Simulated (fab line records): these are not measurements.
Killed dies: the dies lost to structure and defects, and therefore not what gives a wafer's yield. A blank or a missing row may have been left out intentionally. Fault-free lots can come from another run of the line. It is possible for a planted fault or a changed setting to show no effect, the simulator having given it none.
Check of tool commonality :: flow nand harc :: Sampled: 14 lots, 42 wafers

## REASON IT WAS OPENED
Flagged at NHARC_A_CHANNEL_HOLE_D2_CD_MEAS_10: reading cd nm, on 2 of 14 lots. Wafers without a fault read 100.1 nm, standard deviation 0.44.
Rule: a lot gets a flag if all its wafers with a number sit over 4 standard deviations from that mean, or if no wafer of it has a number. The rest of the lots are taken to be sound.

lot: L249
measured: day 12 15:14
on: cd sem-02
cd nm (nm), wafer by wafer: 99.4 100.2 100.5
flag: 

lot: L251
measured: day 13 13:38
on: cd sem-03
cd nm (nm), wafer by wafer: 99.6 100.2 100.2
flag: 

lot: L253
measured: day 14 07:53
on: cd sem-02
cd nm (nm), wafer by wafer: 99.5 99.6 99.6
flag: 

lot: L252
measured: day 14 08:05
on: cd sem-02
cd nm (nm), wafer by wafer: 99.8 99.9 100.0
flag: 

lot: L254
measured: day 15 08:14
on: cd sem-03
cd nm (nm), wafer by wafer: 99.9 100.2 99.2
flag: 

lot: L256
measured: day 16 11:56
on: cd sem-01
cd nm (nm), wafer by wafer: 99.8 99.8 100.1
flag: 

lot: L257
measured: day 16 16:40
on: cd sem-03
cd nm (nm), wafer by wafer: 100.4 100.1 100.3
flag: 

lot: L259
measured: day 17 13:07
on: cd sem-02
cd nm (nm), wafer by wafer: 100.2 100.3 100.2
flag: 

lot: L260
measured: day 17 21:32
on: cd sem-02
cd nm (nm), wafer by wafer: 100.0 100.6 100.7
flag: 

lot: L264
measured: day 19 09:01
on: cd sem-01
cd nm (nm), wafer by wafer: 84.5 85.0 84.8
flag: FLAGGED

lot: L265
measured: day 19 09:28
on: cd sem-03
cd nm (nm), wafer by wafer: 99.8 99.7 100.4
flag: 

lot: L266
measured: day 20 07:49
on: cd sem-03
cd nm (nm), wafer by wafer: 88.5 88.6 88.1
flag: FLAGGED

lot: L271
measured: day 22 00:47
on: cd sem-01
cd nm (nm), wafer by wafer: 100.4 100.1 100.6
flag: 

lot: L272
measured: day 23 01:19
on: cd sem-02
cd nm (nm), wafer by wafer: 99.4 99.9 99.4
flag: 
The mean of the flagged lots' numbers is 86.6 nm, -13.5 nm from the usual (-31 standard deviations).

## TOOL THAT RAN EACH LOT
The record holds 1 process step before the reading, out of a route of 1302 steps. Each cell gives the tool, then ch followed by the chambers the sampled wafers passed through, then the start.
lot: L249
flag: 
NHARC_A_CHANNEL_HOLE_D2_EXPOSE_07: arfi scanner-02 ch 0, day 12 15:06

lot: L251
flag: 
NHARC_A_CHANNEL_HOLE_D2_EXPOSE_07: arfi scanner-03 ch 0, day 13 13:29

lot: L253
flag: 
NHARC_A_CHANNEL_HOLE_D2_EXPOSE_07: arfi scanner-01 ch 0, day 14 07:44

lot: L252
flag: 
NHARC_A_CHANNEL_HOLE_D2_EXPOSE_07: arfi scanner-02 ch 0, day 14 07:56

lot: L254
flag: 
NHARC_A_CHANNEL_HOLE_D2_EXPOSE_07: arfi scanner-02 ch 0, day 15 08:07

lot: L256
flag: 
NHARC_A_CHANNEL_HOLE_D2_EXPOSE_07: arfi scanner-01 ch 0, day 16 11:48

lot: L257
flag: 
NHARC_A_CHANNEL_HOLE_D2_EXPOSE_07: arfi scanner-01 ch 0, day 16 16:32

lot: L259
flag: 
NHARC_A_CHANNEL_HOLE_D2_EXPOSE_07: arfi scanner-03 ch 0, day 17 12:58

lot: L260
flag: 
NHARC_A_CHANNEL_HOLE_D2_EXPOSE_07: arfi scanner-02 ch 0, day 17 21:23

lot: L264
flag: FLAGGED
NHARC_A_CHANNEL_HOLE_D2_EXPOSE_07: arfi scanner-02 ch 0, day 19 08:53

lot: L265
flag: 
NHARC_A_CHANNEL_HOLE_D2_EXPOSE_07: arfi scanner-03 ch 0, day 19 09:19

lot: L266
flag: FLAGGED
NHARC_A_CHANNEL_HOLE_D2_EXPOSE_07: arfi scanner-02 ch 0, day 20 07:40

lot: L271
flag: 
NHARC_A_CHANNEL_HOLE_D2_EXPOSE_07: arfi scanner-03 ch 0, day 22 00:38

lot: L272
flag: 
NHARC_A_CHANNEL_HOLE_D2_EXPOSE_07: arfi scanner-03 ch 0, day 23 01:11
What the steps here do:
- NHARC_A_CHANNEL_HOLE_D2_EXPOSE_07: exposes mask HOLE D2, target cd 100 nm.
- NHARC_A_CHANNEL_HOLE_D2_CD_MEAS_10: target cd 100 nm.

## FLAGGED OVER TOTAL, TOOL BY TOOL (the gauges that took the reading come last)
step: NHARC_A_CHANNEL_HOLE_D2_EXPOSE_07
tool: arfi scanner-01
lots run: 3
flagged: 0
share of the flagged lots: none
sound lots run after its first flagged lot: -

step: NHARC_A_CHANNEL_HOLE_D2_EXPOSE_07
tool: arfi scanner-02
lots run: 6
flagged: 2
share of the flagged lots: all
sound lots run after its first flagged lot: 0

step: NHARC_A_CHANNEL_HOLE_D2_EXPOSE_07
tool: arfi scanner-03
lots run: 5
flagged: 0
share of the flagged lots: none
sound lots run after its first flagged lot: -

step: NHARC_A_CHANNEL_HOLE_D2_CD_MEAS_10
tool: cd sem-01
lots run: 3
flagged: 1
share of the flagged lots: some
sound lots run after its first flagged lot: 1 (L271)

step: NHARC_A_CHANNEL_HOLE_D2_CD_MEAS_10
tool: cd sem-02
lots run: 6
flagged: 0
share of the flagged lots: none
sound lots run after its first flagged lot: -

step: NHARC_A_CHANNEL_HOLE_D2_CD_MEAS_10
tool: cd sem-03
lots run: 5
flagged: 1
share of the flagged lots: some
sound lots run after its first flagged lot: 0

## WHAT THE TABLE PERMITS
In the table, 1 row covers all flagged lots: arfi scanner-02 at NHARC_A_CHANNEL_HOLE_D2_EXPOSE_07.
- arfi scanner-02 at NHARC_A_CHANNEL_HOLE_D2_EXPOSE_07: 2 of its 6 lots flagged. It ran its last sound lot, L260, at day 17 21:23 and its first flagged lot, L264, at day 19 08:53: a fault with its onset between the two fits. Its own readings (exposure dose mJ cm2) fall more than 4 standard deviations out on all wafers of the flagged lots.
arfi scanner-02 at NHARC_A_CHANNEL_HOLE_D2_EXPOSE_07 is the single tool remaining.

## WHAT THE SIMULATOR PUT IN
Process parameters drifting: arfi scanner-02 at NHARC_A_CHANNEL_HOLE_D2_EXPOSE_07, beginning at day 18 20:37. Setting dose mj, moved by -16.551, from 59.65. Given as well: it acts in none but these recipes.
Shown lots that were struck: L264, L266. The rule given above showed the same thing.
